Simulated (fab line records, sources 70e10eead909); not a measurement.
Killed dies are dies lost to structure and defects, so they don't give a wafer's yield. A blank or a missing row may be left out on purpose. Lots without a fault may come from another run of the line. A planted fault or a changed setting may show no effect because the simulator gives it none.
A struck lot beside a sound one | flow nand_harc | 14 steps out of a route of 1302
Sound: wafers L554.2, L554.5, L554.6. Struck: wafers L566.1, L566.4, L566.5. The cause comes at the end.
At each step with rows: each side's tool, then ch and its chambers, then its first start. Under that, the readings that differ: sound wafers | struck wafers | difference of the means | sigmas: that difference in standard deviations of wafers without a fault.
alike: readings whose means differ by less than 2 such deviations, and words and numbers that are the same on both sides. not compared: withheld readings, readings that some wafer has no value for, bounds like >300 that may hide the same value, and numbers for which the record gives no deviation and whose values overlap.
The two part at a step that has a row with sigmas, a row that says differs or no value, or rows on one side only. Numbers that don't overlap but have no deviation are shown without sigmas and don't part them. A reading that every wafer of one side lacks parts them only if that side has two wafers or more.

first, 2 steps without rows for these wafers: NHARC_A_ONON_D1_ANNEAL_15 (time 3600 s); NHARC_A_ONON_D1_DEP_16 (target thk 1000 nm).
NHARC_A_ONON_D1_THK_MEAS_18: measures by ellipsometry.
  sound on film_metro-02, day 10 04:04; struck on film_metro-01, day 15 10:28
  alike: thk_nm
then, 1 step without rows for these wafers: NHARC_A_ONON_D1_DEP_19 (target thk 1000 nm).
NHARC_A_ONON_D1_THK_MEAS_21: measures by ellipsometry.
  sound on film_metro-01, day 10 04:37; struck on film_metro-02, day 15 11:02
  alike: thk_nm
then, 1 step without rows for these wafers: NHARC_A_ONON_D1_DEP_22 (target thk 1000 nm).
NHARC_A_ONON_D1_THK_MEAS_24: measures by ellipsometry.
  sound on film_metro-02, day 10 05:12; struck on film_metro-01, day 15 11:36
  reading     | sound       | struck         | difference | sigmas
  thk_nm (nm) | 996 996 996 | 1015 1015 1015 | +19        | +2
then, 1 step without rows for these wafers: NHARC_A_ONON_D1_DEP_25 (target thk 1000 nm).
NHARC_A_ONON_D1_THK_MEAS_27: measures by ellipsometry.
  sound on film_metro-02, day 10 05:46; struck on film_metro-02, day 15 12:10
  reading     | sound          | struck      | difference | sigmas
  thk_nm (nm) | 1006 1006 1006 | 980 980 980 | -26        | -2
then, 1 step without rows for these wafers: NHARC_A_ONON_D1_DEP_28 (target thk 1000 nm).
NHARC_A_ONON_D1_THK_MEAS_30: measures by ellipsometry.
  sound on film_metro-01, day 10 06:20; struck on film_metro-02, day 15 12:44
  reading     | sound       | struck         | difference | sigmas
  thk_nm (nm) | 980 980 980 | 1001 1002 1003 | +22        | +3
NHARC_A_ONON_D1_DEP_33: deposits SiO2, target thk 200 nm.
  sound on pecvd-01 ch 0,1,2, day 10 06:26; struck on pecvd-02 ch 0,1,2, day 15 12:52
  reading              | sound             | struck               | difference | sigmas
  rf_fwd_power_W (W)   | 894.5 898.9 900.1 | 1261.5 1253.9 1260.6 | +360.8     | +99 or more
  showerhead_vpp_V (V) | 1933 1752 1824    | 2284 2371 2137       | +428       | +5
  alike: heater_power_w, throttle_valve_pct
NHARC_A_ONON_D1_THK_MEAS_34: measures by ellipsometry.
  sound on film_metro-01, day 10 06:49; struck on film_metro-02, day 15 13:22
  reading     | sound             | struck            | difference | sigmas
  thk_nm (nm) | 198.7 202.3 197.1 | 216.7 225.9 226.7 | +23.7      | +8
  not compared: hold
then, 1 step without rows for these wafers: NHARC_END_SORT_01.

WHERE THEY PART
First at NHARC_A_ONON_D1_THK_MEAS_24; last, within this record, at NHARC_A_ONON_D1_THK_MEAS_34.

WHY: what the simulator had put in
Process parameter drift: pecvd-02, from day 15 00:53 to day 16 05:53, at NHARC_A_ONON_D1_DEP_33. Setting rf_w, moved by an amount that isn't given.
